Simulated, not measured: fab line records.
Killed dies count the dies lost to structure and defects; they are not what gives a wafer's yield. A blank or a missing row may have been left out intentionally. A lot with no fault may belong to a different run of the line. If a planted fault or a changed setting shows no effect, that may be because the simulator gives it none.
Which tool did it? -- flow nand-harc -- 21 lots with 63 wafers sampled at 2 steps, on a route of 1159 steps

## WHAT THE GAUGES SHOWED, per wafer
NHARC_A_CONTACT_CD_MEAS_53. Usual: cd-nm 189.5 nm, standard deviation 1.1.
lot,measured,on,cd-nm (nm),flag
L074,day 16 19:34,cd-sem-02,190.0 189.8 189.8,
L078,day 16 22:31,cd-sem-02,191.1 191.1 190.7,
L077,day 16 22:38,cd-sem-01,188.1 188.4 188.3,
L079,day 17 07:01,cd-sem-02,189.3 188.6 188.3,
L076,day 17 10:27,cd-sem-02,191.2 189.3 189.3,
L080,day 17 17:14,cd-sem-01,192.1 190.5 191.1,
L081,day 18 02:29,cd-sem-01,189.9 190.0 190.0,
L084,day 18 18:27,cd-sem-01,190.8 191.9 191.1,
L082,day 18 20:35,cd-sem-03,188.6 189.4 188.3,
L083,day 19 00:22,cd-sem-03,189.8 190.2 190.1,
L087,day 19 11:45,cd-sem-01,189.0 188.7 188.3,
L085,day 19 14:06,cd-sem-01,189.6 190.2 189.5,
L086,day 19 16:40,cd-sem-02,189.4 191.4 190.8,
L088,day 19 18:37,cd-sem-03,190.2 189.9 190.4,
L089,day 20 03:22,cd-sem-01,190.1 189.5 189.2,
L090,day 20 04:14,cd-sem-03,188.0 188.2 187.9,
L091,day 20 10:21,cd-sem-02,189.6 188.5 189.8,
L094,day 21 02:16,cd-sem-01,189.5 190.4 189.4,
L093,day 21 06:34,cd-sem-03,189.0 189.5 189.2,
L096,day 21 14:05,cd-sem-01,188.0 186.8 187.6,
L095,day 21 16:27,cd-sem-01,189.8 190.8 189.7,

## WHICH TOOL RAN EACH LOT (tool, then ch and the chambers of the sampled wafers, then the start)
lot,NHARC_A_CONTACT_ETCH_96
L074,"rie-diel-08 ch 1,3, day 16 19:34 or earlier"
L078,"rie-diel-08 ch 0,1,3, day 16 22:31 or earlier"
L077,"rie-diel-05 ch 0,2,3, day 16 22:38 or earlier"
L079,"rie-diel-12 ch 0,1,3, day 17 06:56"
L076,"rie-diel-05 ch 0,2,3, day 17 10:27 or earlier"
L080,"rie-diel-05 ch 1,2,3, day 17 17:14 or earlier"
L081,"rie-diel-12 ch 0,1,3, day 18 02:29 or earlier"
L084,"rie-diel-05 ch 0,1,3, day 18 18:27 or earlier"
L082,"rie-diel-12 ch 1,2,3, day 18 20:35 or earlier"
L083,"rie-diel-08 ch 0,2,3, day 19 00:22 or earlier"
L087,"rie-diel-12 ch 0,3, day 19 11:40"
L085,"rie-diel-08 ch 0,3, day 19 14:06 or earlier"
L086,"rie-diel-05 ch 0,2,3, day 19 16:35"
L088,"rie-diel-08 ch 0,1,3, day 19 18:37 or earlier"
L089,"rie-diel-12 ch 0,1,3, day 20 03:22 or earlier"
L090,"rie-diel-12 ch 0,1,3, day 20 04:14 or earlier"
L091,"rie-diel-12 ch 0,2, day 20 10:21 or earlier"
L094,"rie-diel-12 ch 1,2, day 21 02:11"
L093,"rie-diel-05 ch 0,1,3, day 21 06:34 or earlier"
L096,"rie-diel-12 ch 0,1,3, day 21 14:05 or earlier"
L095,"rie-diel-08 ch 0,1, day 21 16:27 or earlier"
- NHARC_A_CONTACT_ETCH_96: etches the open film in C4F6/O2, target depth 20 nm, time 10 s.

## WHAT THE TOOLS THEMSELVES READ (means of the sampled wafers that have a number; where no wafer has one, the mark that the record gives instead)
NHARC_A_CONTACT_ETCH_96. Usual: chamber-pressure-mTorr 30.003 mTorr, standard deviation 0.025; drypump-motor-current-A 6.0 A, standard deviation 0.48; oes-product-au 0.971 a.u., standard deviation 0.024; rf-vpp-V 545 V, standard deviation 3.5; showerhead-plenum-p-Torr 3.84 Torr, standard deviation 0.17; throttle-valve-pct 26.903 %, standard deviation 0.0094.
lot,tool,chamber-pressure-mTorr (mTorr),drypump-motor-current-A (A),oes-product-au (a.u.),rf-vpp-V (V),showerhead-plenum-p-Torr (Torr),throttle-valve-pct (%),flag
L074,rie-diel-08,30.005,6.2,0.936,544,3.79,26.903,
L078,rie-diel-08,29.988,6.1,0.961,543,3.74,26.905,
L077,rie-diel-05,29.979,5.7,0.951,546,3.89,26.903,
L079,rie-diel-12,30.002,6.3,0.997,545,3.80,26.894,
L076,rie-diel-05,29.997,5.7,0.951,547,3.89,26.900,
L080,rie-diel-05,30.007,5.7,0.999,547,3.91,26.898,
L081,rie-diel-12,30.006,6.3,0.952,544,3.80,26.909,
L084,rie-diel-05,30.015,5.6,0.964,543,3.74,26.903,
L082,rie-diel-12,29.995,5.9,0.948,544,3.82,26.896,
L083,rie-diel-08,30.010,6.0,0.955,546,3.90,26.894,
L087,rie-diel-12,29.998,6.4,0.967,543,3.74,26.897,
L085,rie-diel-08,29.989,6.0,0.969,543,3.78,26.900,
L086,rie-diel-05,29.992,5.7,0.979,544,3.87,26.906,
L088,rie-diel-08,30.031,6.1,0.945,542,3.73,26.903,
L089,rie-diel-12,30.002,6.3,1.014,544,3.79,26.911,
L090,rie-diel-12,29.981,6.3,0.975,545,3.79,26.907,
L091,rie-diel-12,29.998,6.2,1.002,546,3.89,26.905,
L094,rie-diel-12,30.001,5.8,1.003,546,3.87,26.900,
L093,rie-diel-05,29.992,5.6,0.968,543,3.73,26.914,
L096,rie-diel-12,30.009,6.3,0.995,545,3.79,26.908,
L095,rie-diel-08,30.010,6.3,0.994,545,3.85,26.898,

## THE ANSWER, worked out from the rows above alone
Rule: lot off if the mean of its wafers having a number is beyond 3 standard deviations from the usual mean. Also off: a lot with no number at a reading for which 4 or more lots have one. The other lots that the step has rows for count as sound. First the gauges in route order, then the tools' own readings, where a lot's mean is used as printed above. The first step at which some lot is off is used, and at that step the reading that is off furthest; a lot without a number counts as furthest.
None of the lots is off at any reading shown; this tells nothing.

## WHAT HAD BEEN PUT IN BY THE SIMULATOR
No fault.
